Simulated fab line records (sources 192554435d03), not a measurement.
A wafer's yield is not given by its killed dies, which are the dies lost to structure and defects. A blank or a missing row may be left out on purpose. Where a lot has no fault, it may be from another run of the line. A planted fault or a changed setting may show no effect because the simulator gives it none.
Matching of chambers	flow n5-finfet	rie-diel-03 running N5_BEOL_M13_DESCUM_33: 4 sister chambers
The step chemistry O2, time 7.9 s. 8 wafers are shown with their chamber, then 10 later ones without.

EACH WAFER AND ITS CHAMBER
wafer	chamber	drypump-motor-current-A (A)	showerhead-plenum-p-Torr (Torr)
L079.1	2	6.1	1.97
L079.6	2	6.0	1.97
L089.2	3	5.7	1.98
L090.1	0	6.4	2.05
L090.2	1	6.0	2.06
L090.4	1	6.0	2.06
L091.4	0	6.4	2.05
L091.5	3	5.7	1.97

WAFERS MISSING THEIR CHAMBER
wafer	drypump-motor-current-A (A)	showerhead-plenum-p-Torr (Torr)
L091.6	6.1	2.23
L093.1	6.1	2.23
L093.2	6.4	2.05
L093.5	5.7	1.97
L092.1	6.1	2.23
L092.3	6.0	2.06
L092.4	5.7	1.97
L095.4	6.1	2.23
L095.5	5.7	1.97
L095.6	6.1	2.23

EACH ONE'S CHAMBER
wafer	from the rows above	in truth
L091.6	1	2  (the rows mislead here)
L093.1	1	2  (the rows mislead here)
L093.2	0	0
L093.5	3	3
L092.1	1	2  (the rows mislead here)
L092.3	1	1
L092.4	3	3
L095.4	1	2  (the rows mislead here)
L095.5	3	3
L095.6	1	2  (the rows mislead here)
Correctly placed: 5 of 10. Can't be placed from these rows: 0. Wrongly placed: 5.
How it was worked out, from the rows above alone: a wafer's distance from a chamber is the root of the sum, over the readings, of the square of ((its reading less the chamber's mean) divided by the reading's scatter). If the next closest chamber is less than 2 further off than the closest, the wafer can't be placed; otherwise it belongs to the closest. The mean given for a chamber averages the wafers shown for that chamber. How the scatter is found: for the shown wafers, subtract from each reading the mean of its chamber, square and add these, divide the total by (wafers less chambers), then take the root.
